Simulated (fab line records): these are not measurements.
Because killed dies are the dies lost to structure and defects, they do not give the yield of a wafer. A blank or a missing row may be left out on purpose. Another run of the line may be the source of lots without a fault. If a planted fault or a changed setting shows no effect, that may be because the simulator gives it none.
Problem report, 8D (eight disciplines) form, completed by code    flow n5 finfet    the parts of the form that need people (team, actions taken, sign-off) are left out

1. THE PROBLEM
cd nm at N5_ZERO_LAYER_CD_MEAS_11 reads a mean of 2025.1 nm on 6 wafers of 3 lots; wafers without a fault read 2000.7 nm with a standard deviation of 2.7. Relative to the usual mean, that is a shift of +9.0 standard deviations.
The step: target cd 2000 nm.
The first sign was on wafer L413.2 at day 6 18:39, on cd sem-03. At this step, 32 wafers from 11 lots have a number in the record. Rule for "out", or "out of limits": more than 4 standard deviations from the usual mean. The other wafers with a number count as sound.

2. WHAT IT IS, AND WHAT IT ISN'T
question                     is                                              is not
which readings at this step  cd nm                                           -
which lots                   L413, L414, L415                                L393, L395, L397, L400, L403, L404, L406, L407
which wafers of those lots   L413.2, L413.6, L414.4, L414.6, L415.2, L415.6  L413.5, L414.5, L415.3
read on which gauges         cd sem-02, cd sem-03                            cd sem-01
when                         from day 6 18:39                                up to then (24 sound wafers); but 2 sound wafers of L414, L415 came after

3. THE SUSPECTS, EACH WITH WHAT RULES IT OUT
Counting: a tool at a process step up to the reading stays a suspect if it ran every lot that is out. Sound lots after the first of them don't rule it out here, since some wafers of a struck lot are sound.
- the gauge at N5_ZERO_LAYER_CD_MEAS_11 is ruled out. The wafers that are out were read on 2 gauges (cd sem-02, cd sem-03).
- krf scanner-02 at N5_ZERO_LAYER_EXPOSE_08 (exposes mask ZERO, defocus 0 nm, target cd 2000 nm): kept. Ran every lot that is out, first one L413 (day 6 18:28); last sound lot up to then L407 (day 5 06:30).
After counting, what remains is krf scanner-02 at N5_ZERO_LAYER_EXPOSE_08.

4. THE CAUSE (what the simulator had put in)
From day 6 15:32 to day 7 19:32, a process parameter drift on krf scanner-02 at N5_ZERO_LAYER_EXPOSE_08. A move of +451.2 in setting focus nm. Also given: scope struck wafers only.
After counting, this tool was the only one left.

5. SEQUENCE OF EFFECTS, ordered by route
Each row: a reading whose mean over the struck wafers that have a number lies more than 3 standard deviations from the usual. Only readings for which the record gives a usual standard deviation are gone through. hours: the time from each lot's start at the first step in this table that gives one to its start at this step, as a median over the lots. sigmas: the change in usual standard deviations.
hours  step                      reading  usual      on struck wafers  change  sigmas
0      N5_ZERO_LAYER_CD_MEAS_11  cd nm    2000.7 nm  2025.1            +24.4   +9.0

6. WHAT WOULD HAVE CAUGHT IT SOONER
The first out-of-limits reading at a measuring or inspecting step in this record came at day 6 18:39, 3 hours after the fault's start at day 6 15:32.
L414, L415, from the lots that are out (3), started N5_ZERO_LAYER_EXPOSE_08 on krf scanner-02 later than day 6 18:39. A hold on the tool at that time would have spared those 2.
